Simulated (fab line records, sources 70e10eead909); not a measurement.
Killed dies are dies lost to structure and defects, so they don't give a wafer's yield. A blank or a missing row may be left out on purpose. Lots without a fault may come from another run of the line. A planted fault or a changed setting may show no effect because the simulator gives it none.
fab line records | flow nand_harc
record lots=12 wafers=36 last_day=24
route steps=1159 shown P_GATE@155 END@1159
lots that met no fault: from a run of the same line without faults
start_h: hours from the record's first day to the start of the lot's first wafer shown | wait_h: hours since the lot's step before | " the same as in the row above | L1.1+2: a row that stands for several wafers | - no value, or no start given | * or withheld: withheld | < > ~ a bound
route shown NAME@n: a module of which the file shows steps, and the number in the route of the first | usual: mean/standard deviation of fault-free wafers | same: alike in all rows | chamber/n: place in a boat | sites: the reading at each site | _std_site: their standard deviation | _edge_site: outer sites' mean less inner sites' | radius_mm: how far each site lies from the wafer's centre | mask NAME#n: copy n | behind: the tool/chamber that last shaped the wafer | hold: why the lot was held/for how many hours/how that ended | device: the transistor (n, p or np) that didn't switch | end of line: the same wafers' tests at the end of the route | a step without rows: its recipe alone | killed: dies lost to structure and defects at the first sort, not the wafer's yield | map: a wafer's dies, x killed, . not, _ none there
set.NAME: the setting as run; set.NAME@STEP: as run at that earlier step | model.NAME: the simulator's own value behind a step, which no gauge read
steps of the route over a sample of lots; a table a step, a row a wafer
services: from which hour (start_h, from the record's first day; less than 0 if before it) a tool's chamber was out of use, for how many hours, and why
## steps
# step NHARC_P_GATE_ALD_36
# recipe target_thk_a=200 pulse_time_s=60 ald_cycles=223 temp_c=400 material=SiNx
# usual heater_power_w=831/98 precursor_pulse_height_rel=0.997/0.019
# columns lot.wafer tool chamber start_h wait_h heater_power_w precursor_pulse_height_rel
L805.1 ald_sin-02 2 94.49 - 710 1.032
L805.4 " 0 96.60 - 708 1.006
L805.6 " 2 98.71 - 725 0.986
L807.3 ald_sin-04 0 103.76 - 740 0.985
L807.1 " 3 106.59 - 932 1.034
L807.5 " 0 108.01 - 747 1.002
L810.3 ald_sin-02 3 114.73 - 944 0.969
L810.6 " 3 118.90 - 944 1.008
L810.5 " 0 119.94 - 685 1.010
L809.4 ald_sin-04 0 116.43 - 735 0.986
L809.2 " 1 117.49 - 809 0.982
L809.5 " 0 120.66 - 752 0.969
L808.3 ald_sin-02 0 122.04 - 660 0.992
L808.5 " 3 125.24 - 956 1.005
L808.6 " 0 126.30 - 686 1.010
L812.2 ald_sin-04 2 130.35 - 784 1.007
L812.3 " 3 131.41 - 953 1.022
L812.5 " 1 133.54 - 824 0.968
L814.2 ald_sin-02 0 144.27 - 668 1.008
L814.4 " 1 145.32 - 818 1.012
L814.6 " 3 147.41 - 966 0.972
L813.1 ald_sin-04 1 145.31 - 800 0.975
L813.4 " 0 148.07 - 744 0.996
L813.5 " 1 149.45 - 807 1.040
L825.1 ald_sin-04 3 213.47 - 888 1.015
L825.4 " 0 214.54 - 731 0.991
L825.6 " 2 216.66 - 799 0.998
L826.2 ald_sin-03 2 213.78 - 900 0.974
L826.5 " 1 216.94 - 772 1.016
L826.6 " 2 218.00 - 888 0.994
L827.3 ald_sin-02 2 223.76 - 730 0.984
L827.5 " 1 226.58 - 821 1.007
L827.6 " 3 229.40 - 978 1.024
L828.4 ald_sin-04 1 228.77 - 821 1.007
L828.2 " 3 230.90 - 907 1.041
L828.1 " 0 231.96 - 753 1.006
# step NHARC_P_GATE_DESCUM_48
# recipe time_s=3 o2_flow_sccm=200 ar_flow_sccm=0 bias_power_w=0 chemistry=O2
# usual chamber_pressure_mTorr=60.01/0.052 drypump_motor_current_A=5.7/0.46 oes_product_au=0.997/0.0082 rf_vpp_V=57.7/0.93 showerhead_plenum_p_Torr=1.92/0.1 throttle_valve_pct=11.311/0.0089
# columns lot.wafer tool chamber start_h wait_h chamber_pressure_mTorr drypump_motor_current_A oes_product_au rf_hours_counter_h rf_vpp_V showerhead_plenum_p_Torr throttle_valve_pct
L805.4 rie_diel-09 2 105.06 - 60.05 5.5 1.006 7 57.8 1.94 11.312
L805.1 " 3 " " 60.00 5.7 1.013 7 56.1 1.82 11.314
L805.6 " 2 " " 59.94 5.5 1.002 - 57.6 1.93 11.299
L807.1 rie_diel-09 1 116.61 - 59.87 4.7 1.003 8 58.1 2.02 11.315
L807.3 " 2 " " 60.02 5.5 0.997 9 58.4 1.93 11.322
L807.5 " 1 " " 60.09 4.8 0.992 - 57.4 2.02 11.327
L810.3 rie_diel-09 1 125.24 - 60.07 4.7 0.995 10 57.3 2.01 11.310
L810.5 " 2 " " 60.05 5.5 1.000 - 56.1 1.93 11.304
L810.6 " 3 " " 59.94 5.7 0.989 - 56.2 1.82 11.304
L809.4 rie_diel-06 0 126.07 - 59.91 5.5 0.985 8 57.9 1.78 11.308
L809.2 " 3 " " 59.97 6.4 0.993 12 58.5 1.91 11.323
L809.5 " 1 " " 60.04 5.4 0.992 - 58.7 1.93 11.321
L808.3 rie_diel-06 2 131.74 - 59.98 5.3 0.989 11 59.4 2.06 11.322
L808.5 " 1 " " 60.04 5.4 1.004 - 58.1 1.93 11.305
L808.6 " 2 " " 59.89 5.3 1.013 - 58.9 2.06 11.310
L812.3 rie_diel-06 1 138.97 - 59.99 5.4 0.998 12 58.1 1.93 11.321
L812.2 " 3 " " 59.99 6.4 1.000 13 57.5 1.91 11.319
L812.5 " 1 " " 60.01 5.5 0.991 - 57.5 1.93 11.305
L814.2 rie_diel-06 1 152.84 - 60.00 5.4 0.992 13 57.2 1.93 11.309
L814.4 " 3 " " 60.04 6.4 0.988 15 57.7 1.91 11.292
L814.6 " 2 " " 60.09 5.3 1.010 - 59.1 2.05 11.300
L813.4 rie_diel-11 0 155.26 - 59.93 6.5 0.997 42 57.8 1.77 11.335
L813.1 " 1 " " 60.06 5.9 1.001 47 57.2 1.82 11.315
L813.5 " 3 " " 59.95 5.5 0.993 - 58.8 1.98 11.306
L825.4 rie_diel-06 2 223.06 - 60.05 5.3 0.999 29 57.7 2.05 11.323
L825.1 " 1 " " 60.08 5.4 0.994 29 57.1 1.93 11.308
L825.6 " 2 " " 60.03 5.3 1.012 - 59.3 2.05 11.317
L826.2 rie_diel-11 2 223.44 - 59.90 5.9 0.993 4 58.7 2.08 11.304
L826.5 " 0 " " 59.99 6.5 0.986 - 59.1 2.07 11.322
L826.6 " 1 " " 60.03 5.9 1.005 - 58.1 1.82 11.315
L827.3 rie_diel-11 1 235.17 - 60.02 5.9 1.003 14 58.5 1.82 11.307
L827.5 " 0 " " 60.05 6.5 0.995 - 57.9 2.07 11.311
L827.6 " 1 " " 60.01 5.9 1.006 - 57.1 1.82 11.319
L828.1 rie_diel-11 3 239.40 - 59.93 5.5 0.991 8 58.0 1.97 11.325
L828.2 " 1 " " 59.95 6.0 0.999 15 56.4 1.81 11.303
L828.4 " 2 " " 59.96 5.9 0.993 10 60.2 2.07 11.308
# step NHARC_P_GATE_EXPOSE_88
# recipe na=0.6 target_cd_nm=2000 dose_mj=11.87 mask_id=P_HVN
# columns lot.wafer tool chamber start_h wait_h mask
L805.1+4+6 krf_scanner-02 0 108.23 - P_HVN#0
L807.1+3+5 krf_scanner-02 0 119.80 - P_HVN#0
L810.3+5+6 krf_scanner-02 0 128.25 - P_HVN#0
L809.2+4+5 krf_scanner-02 0 128.97 - P_HVN#0
L808.3+5+6 krf_scanner-02 0 134.76 - P_HVN#0
L812.2+3+5 krf_scanner-04 0 142.16 - P_HVN#0
L814.2+4+6 krf_scanner-04 0 155.87 - P_HVN#0
L813.1+4+5 krf_scanner-04 0 158.74 - P_HVN_R1#0
L825.1+4+6 krf_scanner-02 0 226.20 - P_HVN#0
L826.2+5+6 krf_scanner-04 0 226.64 - P_HVN#0
L827.3+5+6 krf_scanner-02 0 238.39 - P_HVN#0
L828.1+2+4 krf_scanner-04 0 242.58 - P_HVN#0
# step NHARC_P_GATE_CD_MEAS_91
# recipe target_cd_nm=2000 landing_energy_ev=500
# usual cd_nm=2000.5/1.6
# columns lot.wafer tool chamber start_h wait_h cd_nm
L805.1 cd_sem-01 0 108.39 - 2000.7
L805.4 " 0 " " 1997.9
L805.6 " 0 " " 1998.1
L807.1 cd_sem-02 0 119.95 - 2000.7
L807.3 " 0 " " 2001.2
L807.5 " 0 " " 2000.4
L810.3 cd_sem-03 0 128.40 - 2002.5
L810.5 " 0 " " 2001.9
L810.6 " 0 " " 2002.0
L809.2 cd_sem-01 0 129.12 - 2001.8
L809.4 " 0 " " 2001.5
L809.5 " 0 " " 2002.6
L808.3 cd_sem-01 0 134.91 - 1999.2
L808.5 " 0 " " 2001.3
L808.6 " 0 " " 2000.6
L812.2 cd_sem-03 0 142.32 - 1999.1
L812.3 " 0 " " 1998.9
L812.5 " 0 " " 2000.2
L814.2 cd_sem-02 0 156.02 - 2002.2
L814.4 " 0 " " 2002.2
L814.6 " 0 " " 2001.6
L813.1 cd_sem-01 0 158.90 - 1929.4
L813.4 " 0 " " 1927.9
L813.5 " 0 " " 1926.7
L825.1 cd_sem-01 0 226.36 - 1999.9
L825.4 " 0 " " 1997.7
L825.6 " 0 " " 1999.6
L826.2 cd_sem-01 0 226.79 - 2001.8
L826.5 " 0 " " 2002.0
L826.6 " 0 " " 2002.6
L827.3 cd_sem-02 0 238.54 - 1999.9
L827.5 " 0 " " 1999.9
L827.6 " 0 " " 1998.2
L828.1 cd_sem-03 0 242.74 - 1997.5
L828.2 " 0 " " 2001.9
L828.4 " 0 " " 1999.2
# step NHARC_P_GATE_RTA_80
# recipe temp_c=300 time_s=30
# usual lamp_power_pct=2.22/0.18 lamp_zone_6_pct=2.20/0.18 wafer_temp_C_max=301.5/0.39
# columns lot.wafer tool chamber start_h wait_h lamp_power_pct lamp_zone_6_pct wafer_temp_C_max
L805.1 rtp_anneal-01 0 110.82 - 2.40 2.38 301.9
L805.4 " 0 " " 2.40 2.38 302.3
L805.6 " 0 " " 2.40 2.38 301.9
L807.1 rtp_anneal-01 0 122.35 - 2.40 2.37 302.2
L807.3 " 0 " " 2.40 2.38 301.4
L807.5 " 0 " " 2.40 2.38 302.1
L810.3 rtp_anneal-01 0 130.94 - 2.40 2.38 301.5
L810.5 " 0 " " 2.40 2.38 301.3
L810.6 " 0 " " 2.40 2.38 301.3
L809.2 rtp_anneal-02 0 131.58 - 2.04 2.02 301.2
L809.4 " 0 " " 2.03 2.02 301.3
L809.5 " 0 " " 2.04 2.02 301.0
L808.3 rtp_anneal-02 0 137.36 - 2.04 2.01 301.5
L808.5 " 0 " " 2.03 2.01 300.6
L808.6 " 0 " " 2.03 2.02 301.7
L812.2 rtp_anneal-01 0 145.17 - 2.40 2.38 301.4
L812.3 " 0 " " 2.40 2.38 301.7
L812.5 " 0 " " 2.40 2.38 301.6
L814.2 rtp_anneal-01 0 158.56 - 2.41 2.39 301.9
L814.4 " 0 " " 2.41 2.38 301.7
L814.6 " 0 " " 2.41 2.39 301.6
L813.1 rtp_anneal-01 0 161.34 - 2.40 2.38 302.5
L813.4 " 0 " " 2.40 2.38 301.4
L813.5 " 0 " " 2.40 2.37 301.7
L825.1 rtp_anneal-02 0 228.79 - 2.03 2.01 300.9
L825.4 " 0 " " 2.04 2.01 301.1
L825.6 " 0 " " 2.03 2.01 301.1
L826.2 rtp_anneal-02 0 229.30 - 2.04 2.02 301.4
L826.5 " 0 " " 2.04 2.02 301.3
L826.6 " 0 " " 2.04 2.02 301.3
L827.3 rtp_anneal-02 0 240.99 - 2.04 2.01 301.1
L827.5 " 0 " " 2.03 2.01 301.1
L827.6 " 0 " " 2.03 2.02 301.2
L828.1 rtp_anneal-01 0 245.54 - 2.40 2.38 301.9
L828.2 " 0 " " 2.40 2.38 301.7
L828.4 " 0 " " 2.40 2.38 302.3
# step NHARC_END_SORT_01
# recipe temp_c=25
# usual killed_at_array=29/11 killed_at_other=0.7/1.1 killed_at_periphery=2.9/2.2 killed_dies=33/11 killed_open=3.1/1.8 killed_short=1.9/1.4
# same gross_dies=677
# columns lot.wafer tool chamber start_h wait_h killed_at_array killed_at_other killed_at_periphery killed_dies killed_open killed_short
L813.1 prober-01 0 489.16 2.5 29 1 1 31 5 2
L813.4 prober-01 0 491.53 3.4 25 3 1 29 1 2
L813.5 prober-01 0 492.32 3.7 20 1 2 23 4 4
# killed by level:class
L813.1 A_CHANNEL_HOLE_D1:chamber_film_flake=18 A_ONON_D1:geometric_particle:short=2 A_CONTACT:geometric_particle:open=2 A_CONTACT:chamber_film_flake=2 P_M0:geometric_particle:open=1 A_ONON_D1:geometric_particle:open=1 STARTING-WAFER:geometric_particle:open=1 A_CHANNEL_FILL_D1:chamber_film_flake=1
L813.4 A_CHANNEL_HOLE_D1:chamber_film_flake=16 A_STAIRCASE:chamber_film_flake=3 A_CONTACT:chamber_film_flake=3 THIN_TSV:chamber_film_flake=3 A_M1:geometric_particle:short=2 A_ONON_D1:geometric_particle:open=1 P_ZERO_WELL:chamber_film_flake=1
L813.5 A_CHANNEL_HOLE_D1:chamber_film_flake=9 A_WL_FILL:geometric_particle:short=3 A_CHANNEL_FILL_D1:geometric_particle:open=2 P_ZERO_WELL:chamber_film_flake=2 A_CONTACT:chamber_film_flake=2 A_CHANNEL_FILL_D1:geometric_particle:short=1 A_M0:geometric_particle:open=1 STARTING-WAFER:geometric_particle:open=1
## services
# columns tool chamber start_h hours kind
krf_scanner-02 - 71.02 2.7 repair
krf_scanner-04 - 71.78 6.3 repair
rie_diel-09 - 77.16 9.0 pm
ald_sin-03 2 96.70 12.2 repair
ald_sin-04 1 100.88 1.5 repair
ald_sin-04 1 103.51 6.8 repair
rie_diel-06 0 105.37 14.6 repair
krf_scanner-04 - 108.34 18.4 repair
ald_sin-04 2 141.83 5.9 repair
krf_scanner-02 - 159.96 4.6 repair
rie_diel-11 3 170.06 4.1 repair
rie_diel-11 2 178.22 28.1 repair
rie_diel-11 - 189.57 9.0 pm
rie_diel-09 0 195.54 6.6 repair
ald_sin-04 - 198.95 2.1 repair
ald_sin-02 - 201.12 0.8 repair
rie_diel-09 2 206.77 3.1 repair
krf_scanner-02 - 210.00 4.0 pm
rie_diel-11 2 215.98 7.2 repair
ald_sin-02 0 218.37 21.5 repair
rie_diel-06 - 221.35 1.5 repair
rie_diel-11 3 222.43 15.8 repair
rie_diel-06 - 241.20 9.0 pm
ald_sin-02 1 245.26 9.3 repair
## key
first_sign step=NHARC_P_GATE_EXPOSE_88 reading=mask direction=changed
effect step=NHARC_P_GATE_CD_MEAS_91 reading=cd_nm direction=down sigmas=44 usual=2000.5 struck=1928.0
met_at NHARC_P_GATE_EXPOSE_88
struck_lots L813
tester_left_out L813
not_acting_at NHARC_P_GATE_ALD_36,NHARC_P_GATE_DESCUM_48,NHARC_P_GATE_RTA_80
onset_between 155.87 158.74
fault kind=wrong_mask tool=any chamber=- onset_h=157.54 steps=NHARC_P_GATE_EXPOSE_88 aux_copy=P_HVN_R1#0 cd_offset_nm=-70.708 scope=struck_lots_only
# tester_left_out: of these lots the tester's yield and bins aren't shown, on N5 and GAA mostly nor the transistor test; their killed dies are dies lost to structure and defects alone, not to doping, threshold or leakage, so they don't give the yield
